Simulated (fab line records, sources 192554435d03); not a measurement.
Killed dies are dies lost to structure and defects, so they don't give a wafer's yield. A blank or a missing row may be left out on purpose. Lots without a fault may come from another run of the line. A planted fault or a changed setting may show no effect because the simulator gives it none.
Which tool did it? | flow n5_finfet | 11 lots, 33 wafers sampled, at 1 step of a route of 1938

WHAT THE GAUGES READ, wafer by wafer
N5_BEOL_M10_INSPECT_13: inspects for defects (brightfield). Usual: raw_defect_count 410, standard deviation 87.
lot  | measured     | on                | raw_defect_count | flag
L693 | day 11 01:35 | defect_inspect-01 | 397 324 531      |
L692 | day 11 01:44 | defect_inspect-02 | 404 338 239      |
L694 | day 11 07:07 | defect_inspect-02 | 497 306 526      |
L695 | day 12 09:16 | defect_inspect-02 | 424 495 481      |
L701 | day 14 10:35 | defect_inspect-01 | 387 352 280      |
L702 | day 15 07:19 | defect_inspect-01 | 290 443 333      |
L709 | day 16 12:37 | defect_inspect-01 | 313 427 407      |
L712 | day 16 15:26 | defect_inspect-01 | 378 582 432      |
L713 | day 17 01:02 | defect_inspect-02 | 487 390 378      |
L714 | day 17 01:41 | defect_inspect-02 | 439 532 420      |
L715 | day 18 05:49 | defect_inspect-01 | 415 488 513      |

WHICH TOOL RAN EACH LOT (tool, then ch and the chambers of the sampled wafers, then the start)
The record holds no process step before these readings.

WHAT THE TOOLS THEMSELVES READ (means of the sampled wafers that have a number; where no wafer has one, the mark that the record gives instead)
The record holds no such reading with a usual standard deviation.

THE ANSWER, worked out from the rows above alone
Rule: a lot is off if the mean of its wafers that have a number lies more than 3 standard deviations from the usual mean. A lot without any number at a reading at which 4 lots or more have one is off too. The other lots that the step has rows for count as sound. The gauges are gone through in route order, then the tools' own readings, and for those a lot's mean is taken as printed above. The first step at which some lot is off is used, and at that step the reading that is off furthest; a lot without a number counts as furthest.
No lot is off at any reading shown: from this, nothing can be told.

WHAT THE SIMULATOR HAD PUT IN
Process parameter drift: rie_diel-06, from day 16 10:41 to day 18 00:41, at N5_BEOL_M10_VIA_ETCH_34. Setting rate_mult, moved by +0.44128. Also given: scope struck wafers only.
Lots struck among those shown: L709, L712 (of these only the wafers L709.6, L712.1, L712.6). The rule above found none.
